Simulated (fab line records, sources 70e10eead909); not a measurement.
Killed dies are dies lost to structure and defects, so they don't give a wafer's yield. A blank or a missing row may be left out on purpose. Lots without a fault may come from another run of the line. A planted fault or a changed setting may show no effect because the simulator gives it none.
fab line records | flow nand_harc
record lots=12 wafers=36 last_day=24
route steps=1159 shown P_STI@96 P_GATE@122 END@1159
lots that met no fault: from a run of the same line without faults
start_h: hours from the record's first day to the start of the lot's first wafer shown | wait_h: hours since the lot's step before | " the same as in the row above | L1.1+2: a row that stands for several wafers | - no value, or no start given | * or withheld: withheld | < > ~ a bound
route shown NAME@n: a module of which the file shows steps, and the number in the route of the first | usual: mean/standard deviation of fault-free wafers | same: alike in all rows | chamber/n: place in a boat | sites: the reading at each site | _std_site: their standard deviation | _edge_site: outer sites' mean less inner sites' | radius_mm: how far each site lies from the wafer's centre | mask NAME#n: copy n | behind: the tool/chamber that last shaped the wafer | hold: why the lot was held/for how many hours/how that ended | device: the transistor (n, p or np) that didn't switch | end of line: the same wafers' tests at the end of the route | a step without rows: its recipe alone | killed: dies lost to structure and defects at the first sort, not the wafer's yield | map: a wafer's dies, x killed, . not, _ none there
set.NAME: the setting as run; set.NAME@STEP: as run at that earlier step | model.NAME: the simulator's own value behind a step, which no gauge read
steps of the route over a sample of lots; a table a step, a row a wafer
services: from which hour (start_h, from the record's first day; less than 0 if before it) a tool's chamber was out of use, for how many hours, and why
## steps
# step NHARC_P_STI_OCD_MEAS_43
# usual trench_depth_nm=301/5.7 trench_foot_cd_nm=158.2/2.8
# columns lot.wafer tool chamber start_h wait_h trench_depth_nm trench_foot_cd_nm
L289.3 ocd-02 - 37.88 - 304 157.2
L289.4 " - " " 305 156.7
L289.5 " - " " 303 161.1
L291.1 ocd-02 - 50.91 - 302 157.8
L291.3 " - " " 290 158.1
L291.4 " - " " 302 156.7
L293.1 ocd-02 - 60.84 - 306 160.2
L293.2 " - " " 289 162.4
L293.4 " - " " 301 159.3
L295.2 ocd-02 - 72.59 - 303 157.8
L295.3 " - " " 292 158.4
L295.5 " - " " 309 155.9
L297.3 ocd-02 - 83.56 - 305 156.7
L297.5 " - " " 290 159.9
L297.6 " - " " 298 160.7
L296.4 ocd-01 - 83.73 - 306 156.7
L296.5 " - " " 303 157.6
L296.6 " - " " 299 156.5
L299.2 ocd-01 - 97.72 - 289 159.9
L299.4 " - " " 295 156.6
L299.6 " - " " 289 161.3
L301.2 ocd-02 - 109.82 - 303 161.7
L301.3 " - " " 302 162.0
L301.6 " - " " 308 160.4
L303.1 ocd-01 - 121.94 - 307 159.9
L303.2 " - " " 311 152.3
L303.5 " - " " 311 155.9
L304.2 ocd-01 - 127.38 - 294 154.9
L304.4 " - " " 299 155.8
L304.5 " - " " 293 155.6
L308.1 ocd-01 - 155.56 - 302 158.2
L308.2 " - " " 302 155.6
L308.5 " - " " 300 158.2
L309.1 ocd-02 - 155.77 - 306 154.9
L309.2 " - " " 289 161.2
L309.3 " - " " 298 158.0
# step NHARC_P_STI_OXIDE_40
# recipe target_thk_a=100 temp_c=900 ox_time_s=1362 material=SiO2
# usual ox_temp_c=900.0/0.38 spike_tc_lower_C=900.8/1.6
# same ox_time_s=1362
# columns lot.wafer tool chamber start_h wait_h ox_temp_c spike_tc_lower_C
L289.3 furnace-04 0 61.34 - 900.6 900.4
L289.4 " 0 " " 899.8 899.0
L289.5 " 0 " " 900.2 901.7
L291.1 furnace-04 0 73.88 - 900.5 900.7
L291.3 " 0 " " 900.0 899.4
L291.4 " 0 " " 900.0 899.5
L293.1 furnace-04 0 83.41 - 900.1 900.4
L293.2 " 0 " " 900.4 899.1
L293.4 " 0 " " 900.4 901.3
L295.2 furnace-03 0 95.83 - 900.0 900.3
L295.3 " 0 " " 899.5 898.7
L295.5 " 0 " " 899.7 898.8
L296.4 furnace-06 0 108.51 - 900.0 901.9
L296.5 " 0 " " 900.0 901.6
L296.6 " 0 " " 900.3 901.1
L297.3 furnace-06 0 108.51 - 899.6 902.9
L297.5 " 0 " " 899.6 901.1
L297.6 " 0 " " 899.6 902.4
L299.2 furnace-03 0 115.94 - 900.2 898.1
L299.4 " 0 " " 900.0 902.5
L299.6 " 0 " " 900.5 898.9
L301.2 furnace-04 0 137.51 - 899.9 898.2
L301.3 " 0 " " 899.8 900.6
L301.6 " 0 " " 899.8 900.4
L303.1 furnace-06 0 146.14 - 900.5 900.6
L303.2 " 0 " " 900.5 901.7
L303.5 " 0 " " 900.5 904.4
L304.2 furnace-06 0 146.14 - 900.0 900.9
L304.4 " 0 " " 900.2 900.8
L304.5 " 0 " " 899.4 902.4
L308.1 furnace-03 0 179.86 - 900.5 900.3
L308.2 " 0 " " 899.4 900.1
L308.5 " 0 " " 899.7 900.5
L309.1 furnace-03 0 179.86 - 900.0 900.0
L309.2 " 0 " " 900.4 900.3
L309.3 " 0 " " 899.8 899.4
# step NHARC_P_STI_INSPECT_25
# usual raw_defect_count=224/74
# columns lot.wafer tool chamber start_h wait_h raw_defect_count
L289.3 defect_inspect-01 - 65.44 0.4 281
L289.4 " - " " 326
L289.5 " - " " 292
L291.1 defect_inspect-01 - 77.97 0.4 243
L291.3 " - " " 203
L291.4 " - " " 192
L293.1 defect_inspect-02 - 87.49 0.4 72
L293.2 " - " " 158
L293.4 " - " " 156
L295.2 defect_inspect-01 - 99.85 0.4 195
L295.3 " - " " 229
L295.5 " - " " 183
L297.3 defect_inspect-01 - 112.57 0.4 369
L297.5 " - " " 258
L297.6 " - " " 198
L296.4 defect_inspect-02 - 112.57 0.4 249
L296.5 " - " " 151
L296.6 " - " " 159
L299.2 defect_inspect-01 - 120.08 0.4 211
L299.4 " - " " 155
L299.6 " - " " 177
L301.2 defect_inspect-02 - 141.59 0.4 254
L301.3 " - " " 241
L301.6 " - " " 234
L303.1 defect_inspect-02 - 150.19 0.4 1119
L303.2 " - " " 1021
L303.5 " - " " 1078
L304.2 defect_inspect-01 - 150.20 0.4 1052
L304.4 " - " " 1098
L304.5 " - " " 1089
L308.1 defect_inspect-02 - 183.89 0.4 323
L308.2 " - " " 197
L308.5 " - " " 489
L309.1 defect_inspect-01 - 183.89 0.4 231
L309.2 " - " " 123
L309.3 " - " " 220
# step NHARC_P_GATE_CD_MEAS_11
# recipe target_cd_nm=1640 landing_energy_ev=500
# usual cd_nm=1640.5/1.7
# columns lot.wafer tool chamber start_h wait_h cd_nm
L289.3 cd_sem-02 0 73.40 - 1639.8
L289.4 " 0 " " 1639.4
L289.5 " 0 " " 1638.1
L291.1 cd_sem-01 0 86.44 - 1641.9
L291.3 " 0 " " 1638.6
L291.4 " 0 " " 1640.4
L293.1 cd_sem-01 0 95.76 - 1641.3
L293.2 " 0 " " 1644.5
L293.4 " 0 " " 1642.7
L295.2 cd_sem-01 0 108.19 - 1640.2
L295.3 " 0 " " 1640.4
L295.5 " 0 " " 1637.5
L296.4 cd_sem-03 0 121.16 - 1642.4
L296.5 " 0 " " 1640.7
L296.6 " 0 " " 1642.5
L297.3 cd_sem-01 0 121.32 - 1641.0
L297.5 " 0 " " 1639.9
L297.6 " 0 " " 1640.4
L299.2 cd_sem-01 0 128.27 - 1640.3
L299.4 " 0 " " 1642.7
L299.6 " 0 " " 1636.7
L301.2 cd_sem-01 0 149.53 - 1639.7
L301.3 " 0 " " 1641.1
L301.6 " 0 " " 1640.1
L303.1 cd_sem-02 0 160.40 - 1641.9
L303.2 " 0 " " 1638.0
L303.5 " 0 " " 1640.6
L304.2 cd_sem-03 0 160.56 - 1641.9
L304.4 " 0 " " 1640.1
L304.5 " 0 " " 1639.0
L308.1 cd_sem-01 0 192.01 - 1639.4
L308.2 " 0 " " 1639.9
L308.5 " 0 " " 1639.4
L309.1 cd_sem-03 0 192.17 - 1643.5
L309.2 " 0 " " 1640.0
L309.3 " 0 " " 1641.1
# step NHARC_P_GATE_HM_DEP_102
# recipe target_thk_a=1200 temp_c=400 material=aC
# usual throttle_valve_pct=35.000/0.0086
# columns lot.wafer tool chamber start_h wait_h throttle_valve_pct
L289.3 acl_dep-02 0 89.10 2.3 35.016
L289.4 " 0 " " 34.988
L289.5 " 0 " " 35.005
L291.1 acl_dep-01 0 98.77 0.4 34.986
L291.3 " 0 " " 35.005
L291.4 " 0 " " 35.006
L293.1 acl_dep-02 0 109.01 1.1 34.993
L293.2 " 0 " " 35.012
L293.4 " 0 " " 34.999
L295.2 acl_dep-03 0 123.56 3.4 35.004
L295.3 " 0 " " 34.995
L295.5 " 0 " " 35.011
L297.3 acl_dep-02 0 134.04 0.6 34.983
L297.5 " 0 " " 34.983
L297.6 " 0 " " 35.011
L296.4 acl_dep-03 0 134.15 0.7 34.993
L296.5 " 0 " " 35.005
L296.6 " 0 " " 35.005
L299.2 acl_dep-01 0 141.32 1.1 35.006
L299.4 " 0 " " 34.991
L299.6 " 0 " " 35.008
L301.2 acl_dep-02 0 162.22 0.7 35.011
L301.3 " 0 " " 34.987
L301.6 " 0 " " 34.999
L304.2 acl_dep-01 0 176.97 4.3 35.001
L304.4 " 0 " " 34.992
L304.5 " 0 " " 34.999
L303.1 acl_dep-03 0 177.29 4.7 34.980
L303.2 " 0 " " 34.994
L303.5 " 0 " " 35.007
L308.1 acl_dep-02 0 204.30 0.4 34.993
L308.2 " 0 " " 35.013
L308.5 " 0 " " 35.003
L309.1 acl_dep-03 0 204.30 0.4 34.994
L309.2 " 0 " " 34.992
L309.3 " 0 " " 34.993
# step NHARC_P_GATE_INSPECT_28
# usual raw_defect_count=7/3.2
# columns lot.wafer tool chamber start_h wait_h raw_defect_count
L289.3 defect_inspect-01 - 90.23 0.0 1
L289.4 " - " " 4
L289.5 " - " " 7
L291.1 defect_inspect-02 - 100.23 0.0 6
L291.3 " - " " 5
L291.4 " - " " 7
L293.1 defect_inspect-02 - 110.47 0.0 8
L293.2 " - " " 6
L293.4 " - " " 7
L295.2 defect_inspect-02 - 124.80 0.0 5
L295.3 " - " " 10
L295.5 " - " " 6
L297.3 defect_inspect-01 - 135.29 0.0 10
L297.5 " - " " 5
L297.6 " - " " 10
L296.4 defect_inspect-01 - 135.45 0.0 6
L296.5 " - " " 7
L296.6 " - " " 4
L299.2 defect_inspect-01 - 142.68 0.0 8
L299.4 " - " " 6
L299.6 " - " " 6
L301.2 defect_inspect-01 - 163.76 0.0 2
L301.3 " - " " 8
L301.6 " - " " 4
L304.2 defect_inspect-01 - 178.21 0.0 803
L304.4 " - " " 870
L304.5 " - " " 833
L303.1 defect_inspect-01 - 178.75 0.0 884
L303.2 " - " " 799
L303.5 " - " " 828
L308.1 defect_inspect-02 - 205.94 0.0 3
L308.2 " - " " 6
L308.5 " - " " 5
L309.1 defect_inspect-02 - 206.12 0.0 7
L309.2 " - " " 5
L309.3 " - " " 5
# step NHARC_P_GATE_INSPECT_68
# usual raw_defect_count=205/70
# columns lot.wafer tool chamber start_h wait_h raw_defect_count
L289.3 defect_inspect-02 - 108.86 0.1 271
L289.4 " - " " 304
L289.5 " - " " 290
L291.1 defect_inspect-01 - 118.88 0.2 222
L291.3 " - " " 207
L291.4 " - " " 205
L293.1 defect_inspect-01 - 129.08 0.2 83
L293.2 " - " " 137
L293.4 " - " " 173
L295.2 defect_inspect-02 - 143.46 0.1 186
L295.3 " - " " 192
L295.5 " - " " 170
L296.4 defect_inspect-01 - 154.11 0.1 208
L296.5 " - " " 134
L296.6 " - " " 147
L297.3 defect_inspect-01 - 160.34 0.1 349
L297.5 " - " " 280
L297.6 " - " " 186
L299.2 defect_inspect-01 - 161.35 0.1 169
L299.4 " - " " 152
L299.6 " - " " 148
L301.2 defect_inspect-02 - 184.51 0.1 215
L301.3 " - " " 217
L301.6 " - " " 197
L304.2 defect_inspect-01 - 196.46 0.1 1007
L304.4 " - " " 1081
L304.5 " - " " 1075
L303.1 defect_inspect-01 - 197.23 0.2 1088
L303.2 " - " " 968
L303.5 " - " " 1031
L308.1 defect_inspect-02 - 224.99 0.2 352
L308.2 " - " " 189
L308.5 " - " " 482
L309.1 defect_inspect-02 - 225.24 0.2 184
L309.2 " - " " 112
L309.3 " - " " 179
# step NHARC_END_SORT_01
# recipe temp_c=25
# usual killed_at_array=27/11 killed_at_other=0.6/1 killed_at_periphery=3.0/2.1 killed_dies=31/12 killed_open=3.2/1.7 killed_short=1.7/1.4
# same gross_dies=677
# columns lot.wafer tool chamber start_h wait_h killed_at_array killed_at_other killed_at_periphery killed_dies killed_open killed_short
L304.2 prober-02 0 522.45 2.8 22 0 450 472 2 0
L304.4 prober-02 0 524.06 3.4 16 1 468 485 2 1
L304.5 prober-02 0 524.86 3.7 11 0 459 470 1 0
L303.1 prober-02 0 540.05 2.5 8 0 468 476 1 1
L303.2 prober-02 0 540.85 2.8 23 1 443 467 4 0
L303.5 prober-02 0 543.24 3.7 18 1 456 475 5 0
# killed by level:class
L304.2 P_STI:unspecified=448 A_SLIT:chamber_film_flake=14 A_STAIRCASE:chamber_film_flake=3 A_CHANNEL_HOLE_D1:chamber_film_flake=3 P_M0:geometric_particle:open=1 A_CONTACT:geometric_particle:open=1 P_STI:chamber_film_flake=1 A_CONTACT:chamber_film_flake=1
L304.4 P_STI:unspecified=465 A_SLIT:chamber_film_flake=10 A_CHANNEL_HOLE_D1:chamber_film_flake=4 P_M1:geometric_particle:open=2 A_WL_FILL:geometric_particle:short=1 P_STI:chamber_film_flake=1 A_CONTACT:chamber_film_flake=1 HYBRID_BOND:chamber_film_flake=1
L304.5 P_STI:unspecified=459 A_SLIT:chamber_film_flake=6 A_STAIRCASE:chamber_film_flake=2 A_M1:geometric_particle:open=1 A_CONTACT:chamber_film_flake=1 A_CHANNEL_HOLE_D1:chamber_film_flake=1
L303.1 P_STI:unspecified=467 A_CHANNEL_HOLE_D1:chamber_film_flake=5 A_CONTACT:chamber_film_flake=2 P_CONTACT:geometric_particle:open=1 A_SGD_CUT:geometric_particle:short=1
L303.2 P_STI:unspecified=442 A_CHANNEL_HOLE_D1:chamber_film_flake=15 A_CONTACT:geometric_particle:open=2 A_STAIRCASE:chamber_film_flake=2 A_CONTACT:chamber_film_flake=2 P_M0:geometric_particle:open=1 A_SOURCE_PLATE:geometric_particle:open=1 THIN_TSV:chamber_film_flake=1
L303.5 P_STI:unspecified=454 A_CHANNEL_HOLE_D1:chamber_film_flake=11 P_M0:geometric_particle:open=2 A_STAIRCASE:chamber_film_flake=2 A_BLC:geometric_particle:open=1 A_M0:geometric_particle:open=1 A_M1:geometric_particle:open=1 A_WL_FILL:chamber_film_flake=1
## services
# columns tool chamber start_h hours kind
acl_dep-03 - 43.51 13.0 pm
acl_dep-01 - 111.90 13.0 pm
acl_dep-02 - 168.58 13.0 pm
furnace-03 - 194.94 3.4 repair
furnace-06 - 201.09 26.0 pm
## key
first_sign step=NHARC_P_STI_INSPECT_25 reading=raw_defect_count direction=up sigmas=12 usual=224 struck=1076
effect step=NHARC_P_GATE_INSPECT_28 reading=raw_defect_count direction=up sigmas=99+ usual=7 struck=836
effect step=NHARC_P_GATE_INSPECT_68 reading=raw_defect_count direction=up sigmas=12 usual=205 struck=1042
effect step=NHARC_END_SORT_01 reading=killed_at_periphery direction=up sigmas=99+ usual=3.0 struck=457.3
more_kills_born_at NHARC_P_STI_OXIDE_40@furnace-06=2735
met_at NHARC_P_STI_OXIDE_40
struck_lots L303,L304
tester_left_out L303,L304
not_acting_at NHARC_P_STI_OCD_MEAS_43,NHARC_P_GATE_CD_MEAS_11,NHARC_P_GATE_HM_DEP_102
onset_between 108.51 146.14
fault kind=chamber_particle_source tool=furnace-06 chamber=- onset_h=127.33 steps=NHARC_P_STI_OXIDE_40 rate_per_visit_cm2=1.2868 end_h=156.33
# tester_left_out: of these lots the tester's yield and bins aren't shown, on N5 and GAA mostly nor the transistor test; their killed dies are dies lost to structure and defects alone, not to doping, threshold or leakage, so they don't give the yield
